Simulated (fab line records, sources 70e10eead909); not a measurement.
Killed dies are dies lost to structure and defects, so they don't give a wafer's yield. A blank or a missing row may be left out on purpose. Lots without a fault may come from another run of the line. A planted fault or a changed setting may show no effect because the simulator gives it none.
Chamber matching | flow nand_harc | NHARC_A_BONDPAD_DEP_00 on pecvd-04: 3 sister chambers
The step deposits SiCN, target thk 250 nm. 27 wafers are shown with their chamber, then 12 later ones without.

WAFERS WITH THEIR CHAMBER
wafer  | chamber | showerhead_vpp_V (V) | heater_power_w (W) | susceptor_temp_C (C)
L075.1 | 1       | 1268                 | 636                | 369.96
L075.2 | 2       | 1378                 | 571                | 370.20
L075.6 | 0       | 1297                 | 494                | 369.92
L076.3 | 1       | 1253                 | 678                | 370.24
L076.4 | 2       | 1384                 | 566                | 369.89
L076.5 | 1       | 1264                 | 552                | 369.90
L081.1 | 0       | 1298                 | 448                | 370.13
L081.2 | 1       | 1283                 | 644                | 370.11
L081.4 | 0       | 1308                 | 449                | 370.16
L079.2 | 1       | 1261                 | 661                | 370.18
L079.3 | 0       | 1303                 | 478                | 369.82
L079.5 | 2       | 1401                 | 594                | 369.86
L080.2 | 2       | 1400                 | 573                | 369.88
L080.3 | 1       | 1283                 | 652                | 369.74
L080.4 | 2       | 1403                 | 582                | 370.28
L084.1 | 0       | 1289                 | 459                | 369.96
L084.2 | 1       | 1288                 | 603                | 370.08
L084.3 | 2       | 1412                 | 510                | 370.18
L088.2 | 0       | 1300                 | 470                | 369.60
L088.3 | 2       | 1436                 | 493                | 370.29
L088.5 | 0       | 1316                 | 477                | 369.82
L089.1 | 2       | 1405                 | 593                | 369.90
L089.2 | 0       | 1319                 | 526                | 370.14
L089.3 | 1       | 1260                 | 664                | 370.14
L091.1 | 1       | 1275                 | 568                | 370.22
L091.3 | 2       | 1400                 | 559                | 370.05
L091.4 | 0       | 1302                 | 481                | 369.72

SIGNATURES (means of the wafers above)
reading          | chamber 0 | chamber 1 | chamber 2 | scatter within a chamber
showerhead_vpp_V | 1303.56   | 1270.56   | 1402.11   | 13
heater_power_w   | 475.78    | 628.67    | 560.11    | 35.7
susceptor_temp_C | 369.9189  | 370.0633  | 370.0589  | 0.182
Rule: a wafer's distance from a chamber is the root of the sum, over the readings, of the square of ((its reading less the chamber's mean) divided by the reading's scatter). The wafer belongs to the nearest chamber; if the next one is less than 2 further off, it can't be placed. The scatter: the root of (the sum of the squares of (reading less its chamber's mean) over the shown wafers, divided by (wafers less chambers)).

WAFERS WITHOUT THEIR CHAMBER
wafer  | showerhead_vpp_V (V) | heater_power_w (W) | susceptor_temp_C (C)
L092.1 | 1270                 | 573                | 370.07
L092.3 | 1373                 | 612                | 369.91
L092.4 | 1386                 | 606                | 369.65
L093.2 | 1407                 | 611                | 369.84
L093.4 | 1252                 | 681                | 369.61
L093.5 | 1308                 | 539                | 369.91
L095.1 | 1269                 | 553                | 369.82
L095.3 | 1324                 | 515                | 369.87
L095.5 | 1274                 | 534                | 370.03
L094.1 | 1265                 | 581                | 369.90
L094.3 | 1312                 | 564                | 369.85
L094.4 | 1390                 | 565                | 369.81

WHICH CHAMBER EACH WENT THROUGH
wafer  | from the rows above     | in truth
L092.1 | 1                       | 1
L092.3 | 2                       | 2
L092.4 | 2                       | 2
L093.2 | 2                       | 2
L093.4 | 1                       | 1
L093.5 | 0                       | 0
L095.1 | can't be placed: 1 or 0 | 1
L095.3 | 0                       | 0
L095.5 | can't be placed: 1 or 0 | 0
L094.1 | 1                       | 1
L094.3 | can't be placed: 0 or 1 | 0
L094.4 | 2                       | 2
Placed correctly: 9 of 12. Can't be placed from these rows: 3 (the true chamber is among the candidates in 3). Placed wrongly: 0.
